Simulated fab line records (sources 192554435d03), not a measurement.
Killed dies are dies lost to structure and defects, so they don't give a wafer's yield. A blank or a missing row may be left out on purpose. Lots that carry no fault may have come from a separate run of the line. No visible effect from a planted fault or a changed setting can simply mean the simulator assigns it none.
Matching of chambers	flow n5 finfet	rie diel-03 running N5_BEOL_M12_ETCH_67: 4 sister chambers
The step etches SiARC in CF4, target depth 143 nm, time 238.3 s. 7 wafers are shown with their chamber, then 7 later ones without.

== WAFERS, EACH WITH ITS CHAMBER ==
wafer	chamber	drypump motor current A (A)	showerhead plenum p Torr (Torr)
L074.2	3	5.89	2.12
L082.2	1	5.94	2.04
L082.3	0	5.46	2.12
L085.2	0	5.43	2.12
L085.5	2	6.07	2.05
L086.1	1	5.94	2.03
L086.2	2	6.07	2.05

== WAFERS WITHOUT THEIR CHAMBER ==
wafer	drypump motor current A (A)	showerhead plenum p Torr (Torr)
L086.4	5.88	2.11
L090.1	6.09	2.05
L090.2	5.93	2.03
L090.4	5.47	2.11
L091.2	6.07	2.04
L091.3	5.95	2.02
L091.5	5.40	2.11

== WHICH CHAMBER EACH ONE RAN IN ==
wafer	from the rows above	in truth
L086.4	3	3
L090.1	2	2
L090.2	1	1
L090.4	0	0
L091.2	2	2
L091.3	1	1
L091.5	0	0
Placed correctly: 7 of 7. Can't be placed from these rows: 0. 0 placed wrongly.
How it was worked out, from the rows above alone: a wafer's distance from a chamber is the root of the sum, over the readings, of the square of ((its reading less the chamber's mean) divided by the reading's scatter). If the next closest chamber is less than 2 further off than the closest, the wafer can't be placed; otherwise it belongs to the closest. The mean given for a chamber averages the wafers shown for that chamber. The scatter is the square root of a quotient: the sum, over the shown wafers, of each reading's squared deviation from its chamber's mean, divided by wafers minus chambers.
